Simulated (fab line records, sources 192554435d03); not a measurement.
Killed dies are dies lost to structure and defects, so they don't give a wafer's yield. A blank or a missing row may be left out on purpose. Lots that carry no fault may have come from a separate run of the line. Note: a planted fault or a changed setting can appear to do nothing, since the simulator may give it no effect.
Comparing a struck lot with a sound one + flow n5-finfet + 15 out of 1938 route steps
Sound: the wafers L981.3, L981.4, L981.6. Struck: wafer L971.6; the same lot's L971.3 was not struck, so it is left out; see the end for the cause.
Per side, at each step with rows, come the tool, then ch with its chambers, and then its first start. Under that, the readings that differ: sound wafers + struck wafers + difference of the means + sigmas: that difference in standard deviations of wafers without a fault.
alike: a reading whose means differ by less than 2 such deviations, as well as words and numbers matching on both sides. not compared: withheld readings; readings where some wafer has no value; bounds like >300 that might hide an equal value; numbers whose values overlap and for which the record gives no deviation.
A row with sigmas, a row that says differs or no value, or rows on one side alone: a step with any of these is where the two part. Numbers that don't overlap but have no deviation are shown without sigmas and don't part them. Lack of a reading on every wafer of one side parts them only where that side has two or more wafers.

N5_BEOL_M9_STRIP_80: strips in N2/H2, time 10 s.
  sound on rie-diel-01 ch 1,2,3; struck on rie-diel-03 ch 2
  alike: bias-power-w, drypump-motor-current-A, h2-flow-sccm, oes-product-au, rf-vpp-V, showerhead-plenum-p-Torr, temp-c, throttle-valve-pct
  not compared: rf-hours-counter-h
N5_BEOL_M9_OCD_MEAS_38:
  sound: ocd-02 at day 16 13:57; struck: ocd-02 at day 13 22:03
  alike: trench-depth-nm
then, 4 steps without rows for these wafers: N5_BEOL_M9_HM_STRIP_39 (strips TiN in peroxide tin strip, target depth 25 nm, time 158 s); N5_BEOL_M9_SRD_40 (time 30 s); N5_BEOL_M9_PRECLEAN_42 (cleans in residue remover, time 60 s); N5_BEOL_M9_SRD_43 (time 30 s).
N5_BEOL_M9_CD_MEAS_35: target cd 70 nm, target cd y 40 nm.
  sound: cd-sem-01 at day 16 14:06; struck: cd-sem-01 at day 13 22:13
  alike: cd-nm
then, 2 steps without rows for these wafers: N5_BEOL_M9_CURE_72 (cures SiCOH lowk, time 120 s); N5_BEOL_M9_DEGAS_44 (time 60 s).
N5_BEOL_M9_PRE_CLEAN_45: time 30 s.
  sound: pvd-sputter-03 at day 16 14:31; struck: pvd-sputter-02 at day 13 23:00
  alike: heater-power-w
N5_BEOL_M9_ALD_74: deposits TaN, target thk 2 nm, pulse time 2 s, purge time 3 s.
  sound on ald-metal-01 ch 1,2,3, day 16 14:35; struck on ald-metal-04 ch 0, day 13 23:06
  alike: heater-power-w, mfc-carrier-sccm
N5_BEOL_M9_SURFACE_TREAT_79:
  sound: pvd-sputter-03 at day 16 14:56; struck: pvd-sputter-02 at day 13 23:38
  not compared: throttle-valve-pct
N5_BEOL_M9_CVD_78: deposits Co from CCTBA/H2, target thk 2 nm, time 138.9 s.
  sound on cvd-co-02 ch 0,1, day 16 15:02; struck on cvd-co-01 ch 2, day 14 00:04
| reading          | sound             | struck | difference | sigmas      |
|------------------|-------------------|--------|------------|-------------|
| run-length-s (s) | 160.6 161.1 162.2 | 288.8  | +127.5     | +99 or more |
N5_BEOL_M9_SPUTTER_48: material Cu, target thk 12 nm, time 2 s.
  sound: pvd-sputter-01 at day 16 16:26; struck: pvd-sputter-02 at day 14 00:25
| reading                | sound          | struck | difference | sigmas |
|------------------------|----------------|--------|------------|--------|
| throttle-valve-pct (%) | 29.9 28.0 27.8 | 32.1   | +3.5       | +4     |
  alike: bias-v, substrate-temp-c
-- the record jumps here: 3 days lie between the struck wafers' starts before and after (it left off in module BEOL_M9 and takes up again in module PASSIVATION, whose first step shown is number 1936 of the route) --
N5_PASSIVATION_PROBE_49:
  only the struck wafers here have rows in the record (prober-01, day 17 05:51); the sound ones have none

WHERE THEY PART
At N5_BEOL_M9_CVD_78 first; at N5_PASSIVATION_PROBE_49 last (within this record only).

WHY: what had been put in by the simulator
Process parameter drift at N5_BEOL_M9_CVD_78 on cvd-co-01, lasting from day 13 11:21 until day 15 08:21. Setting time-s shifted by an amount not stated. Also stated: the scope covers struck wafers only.
